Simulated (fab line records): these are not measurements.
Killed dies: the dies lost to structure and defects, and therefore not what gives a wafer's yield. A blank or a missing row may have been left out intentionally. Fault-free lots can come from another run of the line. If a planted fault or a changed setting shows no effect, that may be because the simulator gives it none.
Matching of chambers / flow nandHarc / 4 sister chambers for NHARC_P_CONTACT_ALD_22 on aldMetal-02
The step deposits TiN, target thk 3 nm, pulse time 1 s, ald cycles 150. 4 wafers are shown with their chamber, then 10 later ones without.

== WAFERS WITH THEIR CHAMBER ==
wafer=L081.2; chamber=0; heaterPowerW (W)=922
wafer=L083.1; chamber=2; heaterPowerW (W)=1002
wafer=L084.2; chamber=3; heaterPowerW (W)=969
wafer=L084.3; chamber=1; heaterPowerW (W)=1046

== WAFERS WITHOUT THEIR CHAMBER ==
wafer=L084.5; heaterPowerW (W)=1066
wafer=L088.2; heaterPowerW (W)=963
wafer=L088.3; heaterPowerW (W)=1105
wafer=L088.6; heaterPowerW (W)=960
wafer=L092.1; heaterPowerW (W)=1033
wafer=L092.2; heaterPowerW (W)=979
wafer=L092.3; heaterPowerW (W)=1097
wafer=L094.1; heaterPowerW (W)=971
wafer=L094.4; heaterPowerW (W)=1005
wafer=L094.6; heaterPowerW (W)=1101

== CHAMBER TAKEN BY EACH ==
wafer=L084.5; from the rows above=can't be placed: 1 or 2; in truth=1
wafer=L088.2; from the rows above=can't be placed: 3 or 2 or 0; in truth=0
wafer=L088.3; from the rows above=can't be placed: 1 or 2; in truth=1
wafer=L088.6; from the rows above=can't be placed: 3 or 0 or 2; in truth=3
wafer=L092.1; from the rows above=can't be placed: 1 or 2 or 3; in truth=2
wafer=L092.2; from the rows above=can't be placed: 3 or 2 or 0 or 1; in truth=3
wafer=L092.3; from the rows above=can't be placed: 1 or 2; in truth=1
wafer=L094.1; from the rows above=can't be placed: 3 or 2 or 0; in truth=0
wafer=L094.4; from the rows above=can't be placed: 2 or 3 or 1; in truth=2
wafer=L094.6; from the rows above=can't be placed: 1 or 2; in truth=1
Correctly placed: 0 of 10. Cannot be placed on the basis of these rows: 10; the candidates contain the true chamber in 10. Number placed wrongly: 0.
How it was worked out, from the rows above alone: a wafer's distance from a chamber is the root of the sum, over the readings, of the square of ((its reading less the chamber's mean) divided by the reading's scatter). The wafer belongs to the nearest chamber; if the next one is less than 2 further off, it can't be placed. The mean given for a chamber averages the wafers shown for that chamber. The scatter: root of mean squared gap, hidden wafer to nearest shown wafer, with one shown wafer a chamber.
